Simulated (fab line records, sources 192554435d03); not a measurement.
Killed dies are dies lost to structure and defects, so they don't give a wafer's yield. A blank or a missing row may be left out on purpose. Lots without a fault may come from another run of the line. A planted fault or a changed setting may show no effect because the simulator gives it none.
Which tool did it? | flow n5_finfet | 24 lots, 72 wafers sampled, at 4 steps of a route of 1938

WHAT THE GAUGES READ, wafer by wafer
N5_BEOL_M4_CD_MEAS_28: target cd 26.2 nm, target cd y 24.1 nm. Usual: cd_nm 26.23 nm, standard deviation 0.23.
lot  | measured     | on        | cd_nm (nm)        | flag
L074 | day 8 14:55  | cd_sem-01 | 26.39 26.11 26.64 |
L075 | day 8 17:34  | cd_sem-03 | 25.53 25.99 25.86 |
L076 | day 8 18:07  | cd_sem-01 | 26.26 26.10 26.20 |
L079 | day 9 02:23  | cd_sem-02 | 26.16 26.49 26.42 |
L077 | day 9 03:01  | cd_sem-01 | 26.58 26.44 26.44 |
L078 | day 9 06:53  | cd_sem-01 | 25.97 26.57 26.14 |
L081 | day 9 21:31  | cd_sem-02 | 26.29 25.88 26.14 |
L080 | day 10 07:52 | cd_sem-02 | 26.54 26.19 26.55 |
L083 | day 10 12:05 | cd_sem-01 | 26.52 26.67 26.49 |
L082 | day 11 07:50 | cd_sem-01 | 25.77 25.96 26.53 |
L084 | day 11 15:54 | cd_sem-02 | 26.53 26.53 26.37 |
L085 | day 11 16:10 | cd_sem-01 | 26.43 26.19 26.19 |
L086 | day 11 17:25 | cd_sem-01 | 26.45 26.26 25.75 |
L087 | day 11 18:09 | cd_sem-02 | 26.22 25.84 25.96 |
L089 | day 12 02:28 | cd_sem-03 | 26.15 25.99 26.37 |
L088 | day 12 11:46 | cd_sem-01 | 26.12 26.33 26.18 |
L090 | day 12 12:59 | cd_sem-03 | 26.21 26.30 25.99 |
L091 | day 12 20:04 | cd_sem-01 | 26.50 26.29 26.24 |
L092 | day 13 05:11 | cd_sem-02 | 26.37 26.04 26.21 |
L093 | day 13 05:15 | cd_sem-02 | 26.40 26.34 25.96 |
L094 | day 13 08:44 | cd_sem-03 | 26.35 26.56 26.16 |
L095 | day 14 17:55 | cd_sem-03 | 26.19 26.50 26.36 |
L096 | day 14 23:09 | cd_sem-03 | 26.01 26.13 26.04 |
L097 | day 15 03:31 | cd_sem-01 | 26.33 26.11 25.91 |

N5_BEOL_M5_INSPECT_13: inspects for defects (brightfield). Usual: raw_defect_count 389, standard deviation 92.
lot  | measured     | on                | raw_defect_count | flag
L074 | day 9 03:40  | defect_inspect-02 | 505 341 368      |
L075 | day 9 13:42  | defect_inspect-02 | 787 566 479      |
L076 | day 9 07:54  | defect_inspect-01 | 401 289 423      |
L079 | day 10 10:15 | defect_inspect-02 | 334 443 508      |
L077 | day 10 10:43 | defect_inspect-01 | 392 434 456      |
L078 | day 10 17:11 | defect_inspect-02 | 388 347 369      |
L081 | day 10 17:44 | defect_inspect-01 | 610 352 540      |
L080 | day 10 20:19 | defect_inspect-02 | 465 422 351      |
L083 | day 11 10:16 | defect_inspect-02 | 274 297 370      |
L082 | day 11 17:40 | defect_inspect-02 | 470 519 324      |
L084 | day 12 02:22 | defect_inspect-02 | 322 299 291      |
L085 | day 12 04:08 | defect_inspect-02 | 434 487 486      |
L086 | day 12 04:36 | defect_inspect-01 | 233 297 234      |
L087 | day 12 11:04 | defect_inspect-02 | 378 305 385      |
L089 | day 12 16:52 | defect_inspect-01 | 523 497 440      |
L088 | day 13 11:24 | defect_inspect-01 | 412 412 508      |
L090 | day 13 13:42 | defect_inspect-01 | 267 346 435      |
L091 | day 13 14:13 | defect_inspect-01 | 388 316 256      |
L092 | day 13 20:43 | defect_inspect-01 | 374 340 383      |
L093 | day 13 21:36 | defect_inspect-02 | 331 354 322      |
L094 | day 14 07:29 | defect_inspect-01 | 378 429 428      |
L095 | day 15 05:32 | defect_inspect-02 | 412 321 320      |
L096 | day 15 11:58 | defect_inspect-02 | 388 318 286      |
L097 | day 15 16:11 | defect_inspect-02 | 326 264 309      |

WHICH TOOL RAN EACH LOT (tool, then ch and the chambers of the sampled wafers, then the start)
lot  | N5_BEOL_M4_ETCHBACK_99             | N5_BEOL_M4_ANNEAL_51
L074 | rie_diel-01 ch 0,2,3, day 8 20:57  | rtp_anneal-01 ch 0, day 9 00:20
L075 | rie_diel-04 ch 1,2, day 9 03:20    | rtp_anneal-02 ch 0, day 9 08:11
L076 | rie_diel-03 ch 0,1, day 8 23:46    | rtp_anneal-01 ch 0, day 9 03:11
L079 | rie_diel-03 ch 0,1,2, day 10 01:44 | rtp_anneal-01 ch 0, day 10 05:41
L077 | rie_diel-03 ch 0,1,2, day 10 02:07 | rtp_anneal-02 ch 0, day 10 07:25
L078 | rie_diel-01 ch 0,3, day 10 09:13   | rtp_anneal-02 ch 0, day 10 12:35
L081 | rie_diel-03 ch 0,3, day 10 09:15   | rtp_anneal-02 ch 0, day 10 12:52
L080 | rie_diel-01 ch 1,2, day 10 12:33   | rtp_anneal-01 ch 0, day 10 16:34
L083 | rie_diel-01 ch 0,3, day 11 00:46   | rtp_anneal-02 ch 0, day 11 04:20
L082 | rie_diel-04 ch 0,1, day 11 09:52   | rtp_anneal-02 ch 0, day 11 14:07
L084 | rie_diel-04 ch 0,2,3, day 11 18:47 | rtp_anneal-02 ch 0, day 11 22:53
L085 | rie_diel-01 ch 0,2,3, day 11 18:50 | rtp_anneal-01 ch 0, day 11 23:04
L086 | rie_diel-03 ch 0,3, day 11 18:55   | rtp_anneal-02 ch 0, day 12 00:41
L087 | rie_diel-01 ch 1,2,3, day 12 00:28 | rtp_anneal-01 ch 0, day 12 04:04
L089 | rie_diel-04 ch 0,1,2, day 12 04:54 | rtp_anneal-01 ch 0, day 12 10:29
L088 | rie_diel-03 ch 1,3, day 13 03:08   | rtp_anneal-02 ch 0, day 13 06:56
L090 | rie_diel-01 ch 0,1,2, day 13 06:38 | rtp_anneal-01 ch 0, day 13 10:32
L091 | rie_diel-04 ch 0,2,3, day 13 06:44 | rtp_anneal-02 ch 0, day 13 10:50
L092 | rie_diel-01 ch 0,1,2, day 13 12:41 | rtp_anneal-01 ch 0, day 13 15:55
L093 | rie_diel-01 ch 0,2,3, day 13 13:10 | rtp_anneal-02 ch 0, day 13 17:53
L094 | rie_diel-03 ch 1,3, day 13 22:07   | rtp_anneal-01 ch 0, day 14 03:35
L095 | rie_diel-01 ch 0,1, day 14 20:56   | rtp_anneal-02 ch 0, day 15 01:55
L096 | rie_diel-04 ch 1,3, day 15 04:26   | rtp_anneal-01 ch 0, day 15 07:58
L097 | rie_diel-01 ch 1,2,3, day 15 07:40 | rtp_anneal-01 ch 0, day 15 11:17
- N5_BEOL_M4_ETCHBACK_99: etches SiO2 in CHF3, target depth 5 nm, time 10.4 s.
- N5_BEOL_M4_ANNEAL_51: time 90 s.

WHAT THE TOOLS THEMSELVES READ (means of the sampled wafers that have a number; where no wafer has one, the mark that the record gives instead)
N5_BEOL_M4_ETCHBACK_99. Usual: drypump_motor_current_A 5.6 A, standard deviation 0.49; oes_product_au 0.83 a.u., standard deviation 0.069; rf_vpp_V 241.7 V, standard deviation 2.7; showerhead_plenum_p_Torr 2.19 Torr, standard deviation 0.085; throttle_valve_pct 17.01 %, standard deviation 0.18.
lot  | tool        | drypump_motor_current_A (A) | oes_product_au (a.u.) | rf_vpp_V (V) | showerhead_plenum_p_Torr (Torr) | throttle_valve_pct (%) | flag
L074 | rie_diel-01 | 5.8                         | 0.87                  | 240.6        | 2.19                            | 16.96                  |
L075 | rie_diel-04 | 5.8                         | 0.83                  | 239.7        | 2.21                            | 16.79                  |
L076 | rie_diel-03 | 5.8                         | 0.95                  | 241.4        | 2.16                            | 16.77                  |
L079 | rie_diel-03 | 5.8                         | 0.83                  | 241.1        | 2.14                            | 16.99                  |
L077 | rie_diel-03 | 5.8                         | 0.84                  | 241.6        | 2.14                            | 16.99                  |
L078 | rie_diel-01 | 6.1                         | 0.84                  | 239.0        | 2.13                            | 17.04                  |
L081 | rie_diel-03 | 5.1                         | 0.79                  | 241.7        | 2.18                            | 17.15                  |
L080 | rie_diel-01 | 5.2                         | 0.87                  | 244.6        | 2.28                            | 16.98                  |
L083 | rie_diel-01 | 5.9                         | 0.81                  | 240.2        | 2.14                            | 17.00                  |
L082 | rie_diel-04 | 5.2                         | 0.85                  | 244.6        | 2.16                            | 16.88                  |
L084 | rie_diel-04 | 5.8                         | 0.85                  | 242.3        | 2.18                            | 16.98                  |
L085 | rie_diel-01 | 5.7                         | 0.83                  | 240.4        | 2.18                            | 17.01                  |
L086 | rie_diel-03 | 5.0                         | 0.78                  | 241.9        | 2.17                            | 17.18                  |
L087 | rie_diel-01 | 5.5                         | 0.85                  | 241.5        | 2.22                            | 17.03                  |
L089 | rie_diel-04 | 5.5                         | 0.81                  | 241.5        | 2.17                            | 16.86                  |
L088 | rie_diel-03 | 5.4                         | 0.73                  | 243.0        | 2.23                            | 17.30                  |
L090 | rie_diel-01 | 5.4                         | 0.83                  | 243.2        | 2.24                            | 17.01                  |
L091 | rie_diel-04 | 5.8                         | 0.83                  | 241.7        | 2.18                            | 17.00                  |
L092 | rie_diel-01 | 5.4                         | 0.82                  | 243.7        | 2.23                            | 17.00                  |
L093 | rie_diel-01 | 5.8                         | 0.82                  | 241.3        | 2.18                            | 17.02                  |
L094 | rie_diel-03 | 6.0                         | 0.77                  | 242.2        | 2.24                            | 17.20                  |
L095 | rie_diel-01 | 5.3                         | 0.80                  | 243.5        | 2.23                            | 17.06                  |
L096 | rie_diel-04 | 5.7                         | 0.85                  | 240.9        | 2.27                            | 16.99                  |
L097 | rie_diel-01 | 5.6                         | 0.81                  | 241.1        | 2.21                            | 17.07                  |

N5_BEOL_M4_ANNEAL_51. Usual: wafer_temp_C_max 225.70, standard deviation 0.18.
lot  | tool          | wafer_temp_C_max | flag
L074 | rtp_anneal-01 | 225.81           |
L075 | rtp_anneal-02 | 225.81           |
L076 | rtp_anneal-01 | 225.72           |
L079 | rtp_anneal-01 | 225.87           |
L077 | rtp_anneal-02 | 225.76           |
L078 | rtp_anneal-02 | 225.77           |
L081 | rtp_anneal-02 | 225.62           |
L080 | rtp_anneal-01 | 225.58           |
L083 | rtp_anneal-02 | 225.94           |
L082 | rtp_anneal-02 | 225.65           |
L084 | rtp_anneal-02 | 225.61           |
L085 | rtp_anneal-01 | 225.60           |
L086 | rtp_anneal-02 | 225.72           |
L087 | rtp_anneal-01 | 225.71           |
L089 | rtp_anneal-01 | 225.64           |
L088 | rtp_anneal-02 | 225.74           |
L090 | rtp_anneal-01 | 225.42           |
L091 | rtp_anneal-02 | 225.69           |
L092 | rtp_anneal-01 | 225.48           |
L093 | rtp_anneal-02 | 225.82           |
L094 | rtp_anneal-01 | 225.44           |
L095 | rtp_anneal-02 | 225.92           |
L096 | rtp_anneal-01 | 225.74           |
L097 | rtp_anneal-01 | 225.69           |

THE ANSWER, worked out from the rows above alone
Rule: a lot is off if the mean of its wafers that have a number lies more than 3 standard deviations from the usual mean. A lot without any number at a reading at which 4 lots or more have one is off too. The other lots that the step has rows for count as sound. The gauges are gone through in route order, then the tools' own readings, and for those a lot's mean is taken as printed above. The first step at which some lot is off is used, and at that step the reading that is off furthest; a lot without a number counts as furthest.
No lot is off at any reading shown: from this, nothing can be told.

WHAT THE SIMULATOR HAD PUT IN
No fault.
